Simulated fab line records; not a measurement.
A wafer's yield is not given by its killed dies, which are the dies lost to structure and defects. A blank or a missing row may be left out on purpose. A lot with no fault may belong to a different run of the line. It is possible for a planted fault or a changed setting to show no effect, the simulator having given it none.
fab line records	flow n5-finfet
record: lots: 10	wafers: 30	last-day: 17
route steps=1938 shown BEOL_M1@824 BEOL_M4@1111
lots that met no fault: taken from a fault-free run of the same line
start-h: start of the lot's first displayed wafer, in hours after the record's first day	wait-h: time in hours since the lot's previous step	" unchanged from the row above	L1.1+2: a row that stands for several wafers	- no value, or no start was given	* or withheld: withheld	< > ~ a bound
route shown NAME@n: names a module that has steps shown in the file, with the first one's number in the route	usual: the fault-free wafers' mean and standard deviation	same: alike in all rows	chamber/n: place in a boat	sites: readings site by site	_std_site: how widely they spread, as a standard deviation	_edge_site: the outer-site mean with the inner-site mean subtracted	radius-mm: how far each site lies from the wafer's centre	mask NAME#n: copy n	behind: the tool/chamber that last shaped the wafer	hold: what put the lot on hold/how long, in hours/how the hold closed	device: transistor that didn't switch, given as n, p or np	end of line: at the end of the route, the tests of the same wafers	a step given without rows: its recipe and nothing more	killed: at the first sort, the dies lost to defects and structure; wafer yield is something else	map: dies across one wafer; x = killed, . = not, _ = none there
set.NAME: the setting as run; set.NAME@STEP: as run at that earlier step	model.NAME: the simulator's own value behind a step, which no gauge read
one table for each step of the route and one row for each wafer, over a sample of lots
services: the hour from which a tool's chamber was out of use, counted from the record's first day as start-h (under 0 if before that day), plus the number of hours and why
== steps ==
step: N5_BEOL_M1_SPUTTER_90
recipe: material: Cu	target-thk-a: 45	temp-c: -20	chamber-pressure-pa: 0.07	power-w: withheld	time-s: 8.29
usual: throttle-valve-pct: 29.9/0.98
lot.wafer	tool	chamber	start-h	wait-h	throttle-valve-pct
L721.1	pvd-sputter-01	-	138.90	0.1	30.2
L721.3	"	-	"	"	27.3
L721.6	"	-	"	"	30.2
L723.1	pvd-sputter-01	-	153.20	0.1	30.0
L723.4	"	-	"	"	30.0
L723.6	"	-	"	"	30.6
L725.2	pvd-sputter-02	-	154.03	0.1	30.4
L725.3	"	-	"	"	29.5
L725.6	"	-	"	"	28.5
L724.2	pvd-sputter-03	-	163.65	0.1	29.8
L724.5	"	-	"	"	31.7
L724.6	"	-	"	"	30.5
L736.1	pvd-sputter-03	-	219.34	0.1	29.6
L736.3	"	-	"	"	29.7
L736.6	"	-	"	"	30.6
L738.1	pvd-sputter-02	-	242.03	0.1	29.8
L738.4	"	-	"	"	28.9
L738.6	"	-	"	"	29.1
L739.1	pvd-sputter-03	-	247.23	0.1	31.5
L739.4	"	-	"	"	29.9
L739.5	"	-	"	"	31.6
L741.1	pvd-sputter-01	-	260.94	0.1	30.2
L741.2	"	-	"	"	30.2
L741.5	"	-	"	"	30.2
L742.2	pvd-sputter-03	-	265.17	0.1	29.6
L742.3	"	-	"	"	30.6
L742.4	"	-	"	"	29.7
L743.1	pvd-sputter-01	-	267.88	0.1	27.4
L743.4	"	-	"	"	30.1
L743.5	"	-	"	"	30.4
step: N5_BEOL_M1_SPUTTER_92
recipe: material: Cu	target-thk-a: 45	temp-c: -20	chamber-pressure-pa: 0.07	power-w: withheld	time-s: 8.29
usual: throttle-valve-pct: 29.9/1
lot.wafer	tool	chamber	start-h	wait-h	throttle-valve-pct
L721.1	pvd-sputter-01	-	139.12	0.1	30.6
L721.3	"	-	"	"	27.6
L721.6	"	-	"	"	30.5
L723.1	pvd-sputter-01	-	153.42	0.1	30.1
L723.4	"	-	"	"	30.0
L723.6	"	-	"	"	30.7
L725.2	pvd-sputter-02	-	154.25	0.1	30.0
L725.3	"	-	"	"	29.9
L725.6	"	-	"	"	28.4
L724.2	pvd-sputter-03	-	163.87	0.1	29.4
L724.5	"	-	"	"	31.7
L724.6	"	-	"	"	30.4
L736.1	pvd-sputter-03	-	219.56	0.1	29.7
L736.3	"	-	"	"	29.4
L736.6	"	-	"	"	30.6
L738.1	pvd-sputter-02	-	242.25	0.1	29.7
L738.4	"	-	"	"	28.9
L738.6	"	-	"	"	28.5
L739.1	pvd-sputter-03	-	247.45	0.1	31.8
L739.4	"	-	"	"	29.7
L739.5	"	-	"	"	31.8
L741.1	pvd-sputter-01	-	261.16	0.1	30.5
L741.2	"	-	"	"	30.1
L741.5	"	-	"	"	30.4
L742.2	pvd-sputter-03	-	265.39	0.1	29.5
L742.3	"	-	"	"	30.3
L742.4	"	-	"	"	30.1
L743.1	pvd-sputter-01	-	268.10	0.1	27.2
L743.4	"	-	"	"	30.3
L743.5	"	-	"	"	30.3
step: N5_BEOL_M1_SPUTTER_96
recipe: material: Cu	target-thk-a: 45	temp-c: -20	chamber-pressure-pa: 0.07	power-w: withheld	time-s: 8.29
usual: throttle-valve-pct: 29.8/1
lot.wafer	tool	chamber	start-h	wait-h	throttle-valve-pct
L721.1	pvd-sputter-01	-	139.56	0.1	30.6
L721.3	"	-	"	"	27.2
L721.6	"	-	"	"	30.8
L723.1	pvd-sputter-01	-	153.86	0.1	30.2
L723.4	"	-	"	"	29.9
L723.6	"	-	"	"	30.4
L725.2	pvd-sputter-02	-	154.69	0.1	30.3
L725.3	"	-	"	"	29.9
L725.6	"	-	"	"	28.6
L724.2	pvd-sputter-03	-	164.31	0.1	29.7
L724.5	"	-	"	"	31.7
L724.6	"	-	"	"	30.4
L736.1	pvd-sputter-03	-	220.00	0.1	29.6
L736.3	"	-	"	"	29.9
L736.6	"	-	"	"	30.6
L738.1	pvd-sputter-02	-	242.69	0.1	29.6
L738.4	"	-	"	"	28.6
L738.6	"	-	"	"	28.7
L739.1	pvd-sputter-03	-	247.89	0.1	31.8
L739.4	"	-	"	"	29.6
L739.5	"	-	"	"	31.7
L741.1	pvd-sputter-01	-	261.60	0.1	30.4
L741.2	"	-	"	"	30.3
L741.5	"	-	"	"	30.1
L742.2	pvd-sputter-03	-	265.83	0.1	29.6
L742.3	"	-	"	"	30.4
L742.4	"	-	"	"	29.5
L743.1	pvd-sputter-01	-	268.54	0.1	27.6
L743.4	"	-	"	"	29.9
L743.5	"	-	"	"	30.5
step: N5_BEOL_M1_CO_CAP_55
recipe: material: Co	target-thk-a: 20	temp-c: 200	precursor: CCTBA/H2	pressure-torr: 30	time-s: 102.1
usual: chamber-pressure-Torr: 30.00/0.068	heater-power-outer-w: 116/15	heater-power-w: 218/24
lot.wafer	tool	chamber	start-h	wait-h	chamber-pressure-Torr	heater-power-outer-w	heater-power-w
L721.1	cvd-co-01	1	140.42	0.0	30.00	126	229
L721.3	"	0	"	"	29.98	104	205
L721.6	"	2	"	"	30.06	122	233
L723.1	cvd-co-01	1	154.72	0.0	30.07	127	226
L723.4	"	1	"	"	29.99	126	236
L723.6	"	2	"	"	29.96	125	227
L725.2	cvd-co-01	2	155.57	0.0	-	-	-
L725.3	"	1	"	"	-	-	-
L725.6	"	0	"	"	-	-	-
L724.2	cvd-co-02	1	165.17	0.0	-	-	-
L724.5	"	2	"	"	-	-	-
L724.6	"	1	"	"	-	-	-
L736.1	cvd-co-02	1	220.94	0.0	29.98	95	181
L736.3	"	0	"	"	30.05	139	255
L736.6	"	0	"	"	30.01	136	253
L738.1	cvd-co-01	1	243.56	0.0	30.02	124	235
L738.4	"	2	"	"	30.01	125	229
L738.6	"	1	"	"	30.11	123	227
L739.1	cvd-co-02	0	249.04	0.0	30.04	139	254
L739.4	"	2	"	"	30.12	103	210
L739.5	"	0	"	"	29.90	140	251
L741.1	cvd-co-02	1	262.46	0.0	29.98	97	185
L741.2	"	2	"	"	30.06	104	212
L741.5	"	2	"	"	29.93	103	217
L742.2	cvd-co-01	1	267.37	0.0	30.11	124	230
L742.3	"	2	"	"	30.00	125	228
L742.4	"	0	"	"	30.19	104	197
L743.1	cvd-co-01	2	270.09	0.0	30.12	124	238
L743.4	"	0	"	"	30.02	106	198
L743.5	"	1	"	"	30.01	124	227
step: N5_BEOL_M4_RC_MEAS_101
usual: DIBL_N: 35.3/1.5	DIBL_P: 35.3/1.9	IOFF_N: 0.145/0.027	IOFF_P: 0.20/0.033	ION_N: 670/12	ION_P: 462/6.8	SS_N: 71.3/0.6	SS_P: 73.1/0.7	VT_N: 251/3.4	VT_P: -251/3.2
lot.wafer	tool	chamber	start-h	wait-h	DIBL_N[mV/V]	DIBL_P[mV/V]	IOFF_N[nA/um]	IOFF_P[nA/um]	ION_N[uA/um]	ION_P[uA/um]	SS_N[mV/dec]	SS_P[mV/dec]	VT_N[mV]	VT_P[mV]
L721.1	prober-02	0	182.71	0.0	35.3	35.0	0.147	0.18	670	456	71.7	72.2	248	-254
L721.3	"	0	"	"	33.1	32.6	0.115	0.16	664	458	70.6	72.7	254	-252
L721.6	"	0	"	"	35.4	35.4	0.157	0.20	679	466	70.9	72.6	248	-247
L723.1	prober-02	0	192.03	0.0	33.6	35.7	0.140	0.19	675	461	70.7	74.2	247	-252
L723.4	"	0	"	"	36.0	38.2	0.180	0.24	683	466	71.5	73.6	245	-249
L723.6	"	0	"	"	35.5	37.7	0.182	0.22	686	462	71.5	74.4	246	-248
L725.2	prober-02	0	206.93	0.2	34.1	32.8	0.123	0.19	667	463	70.3	72.7	251	-251
L725.3	"	0	"	"	35.1	32.7	0.135	0.19	666	460	70.8	72.9	249	-251
L725.6	"	0	"	"	35.1	32.5	0.121	0.18	654	452	70.6	72.9	253	-252
L724.2	prober-01	0	230.05	0.2	35.8	34.8	0.142	0.18	673	457	71.2	73.5	251	-254
L724.5	"	0	"	"	35.6	35.3	0.137	0.19	672	461	70.9	73.3	252	-252
L724.6	"	0	"	"	35.3	34.3	0.125	0.17	665	460	70.9	73.4	255	-255
L736.1	prober-02	0	276.42	0.0	35.0	34.5	0.126	0.17	671	461	71.3	73.3	254	-251
L736.3	"	0	"	"	36.7	36.2	0.153	0.20	669	456	71.5	73.5	251	-252
L736.6	"	0	"	"	34.3	33.6	0.119	0.17	670	464	71.0	72.6	254	-255
L738.1	prober-01	0	291.23	0.0	35.8	35.4	0.139	0.19	667	461	71.4	72.9	256	-252
L738.4	"	0	"	"	34.0	33.6	0.103	0.17	641	449	71.2	73.1	257	-254
L738.6	"	0	"	"	37.7	37.9	0.166	0.23	659	453	71.9	73.5	251	-252
L739.1	prober-02	0	296.26	0.0	35.1	35.6	0.145	0.20	682	466	72.3	73.7	252	-250
L739.4	"	0	"	"	38.0	38.5	0.202	0.26	690	471	73.0	74.0	246	-247
L739.5	"	0	"	"	33.5	33.5	0.112	0.16	657	452	71.0	73.2	257	-255
L741.1	prober-02	0	299.03	0.0	34.1	35.2	0.141	0.20	666	460	71.0	74.2	252	-250
L741.2	"	0	"	"	35.5	35.3	0.164	0.21	661	453	71.4	73.9	250	-251
L741.5	"	0	"	"	36.5	36.2	0.184	0.23	665	454	72.2	73.5	249	-249
L742.2	prober-01	0	304.26	0.2	36.1	34.9	0.148	0.18	668	454	71.4	73.0	251	-255
L742.3	"	0	"	"	36.3	35.3	0.159	0.19	676	462	71.4	73.0	248	-253
L742.4	"	0	"	"	35.4	35.1	0.150	0.19	662	461	71.5	73.4	247	-252
L743.1	prober-02	0	307.25	0.0	36.9	37.1	0.151	0.21	667	460	71.1	73.5	248	-249
L743.4	"	0	"	"	35.1	34.1	0.120	0.18	663	465	71.8	72.4	254	-250
L743.5	"	0	"	"	37.1	36.7	0.148	0.22	658	456	71.5	73.8	250	-248
== services ==
tool	chamber	start-h	hours	kind
pvd-sputter-03	-	152.30	1.4	repair
cvd-co-02	0	183.96	5.5	repair
cvd-co-02	2	191.18	10.4	repair
cvd-co-01	-	194.75	0.4	repair
cvd-co-01	-	238.04	2.7	repair
cvd-co-02	-	263.99	6.9	pm
== key ==
first-sign: step: N5_BEOL_M1_CO_CAP_55	reading: tool-record	direction: missing
effect none on later readings
met-at N5_BEOL_M1_CO_CAP_55
struck-lots L724,L725
not-acting-at N5_BEOL_M1_SPUTTER_90,N5_BEOL_M1_SPUTTER_92,N5_BEOL_M1_SPUTTER_96
onset-between 154.72 155.57
fault: kind: skipped-step-whole	tool: cvd-co-01,cvd-co-02	chamber: -	onset-h: 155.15	steps: N5_BEOL_M1_CO_CAP_55	scope: struck-lots-only
